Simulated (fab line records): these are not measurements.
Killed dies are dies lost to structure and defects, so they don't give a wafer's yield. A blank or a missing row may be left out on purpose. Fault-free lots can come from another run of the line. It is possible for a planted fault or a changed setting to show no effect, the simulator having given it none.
Matching of chambers    flow n5-finfet    N5_BEOL_M1_VIA_ETCH_34 on rie-diel-02 has 4 sister chambers
The step etches the open film in C4F6/O2, target depth 67.8 nm, time 64.4 s. 4 wafers are shown with their chamber, then 9 later ones without.

WAFERS, EACH WITH ITS CHAMBER
wafer   chamber  throttle-valve-pct (%)
L085.6  0        30.46
L090.4  3        30.79
L090.5  1        30.98
L090.6  2        30.18

WAFERS WHOSE CHAMBER IS MISSING
wafer   throttle-valve-pct (%)
L092.3  30.98
L092.4  30.99
L092.5  30.18
L095.2  30.80
L095.3  30.18
L095.6  29.94
L097.1  30.98
L097.2  30.20
L097.4  29.95

CHAMBER TAKEN BY EACH
wafer    from the rows above       in truth
L092.3   can't be placed: 1 or 3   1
L092.4   can't be placed: 1 or 3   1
L092.5   2                         2
L095.2   can't be placed: 3 or 1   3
L095.3   2                         2
L095.6   2                         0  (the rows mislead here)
L097.1   can't be placed: 1 or 3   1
L097.2   2                         2
L097.4   2                         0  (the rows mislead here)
3 of 9 placed correctly. From these rows, 4 cannot be placed; in 4 the true chamber is one of the candidates. Wrongly placed: 2.
How it was worked out, from the rows above alone: a wafer's distance from a chamber is the root of the sum, over the readings, of the square of ((its reading less the chamber's mean) divided by the reading's scatter). If the next closest chamber is less than 2 further off than the closest, the wafer can't be placed; otherwise it belongs to the closest. For every chamber, the mean is computed from those of its wafers that are shown. The scatter (one wafer shown for each chamber): square how far every hidden wafer sits from the nearest shown wafer, average those squares and take the square root.
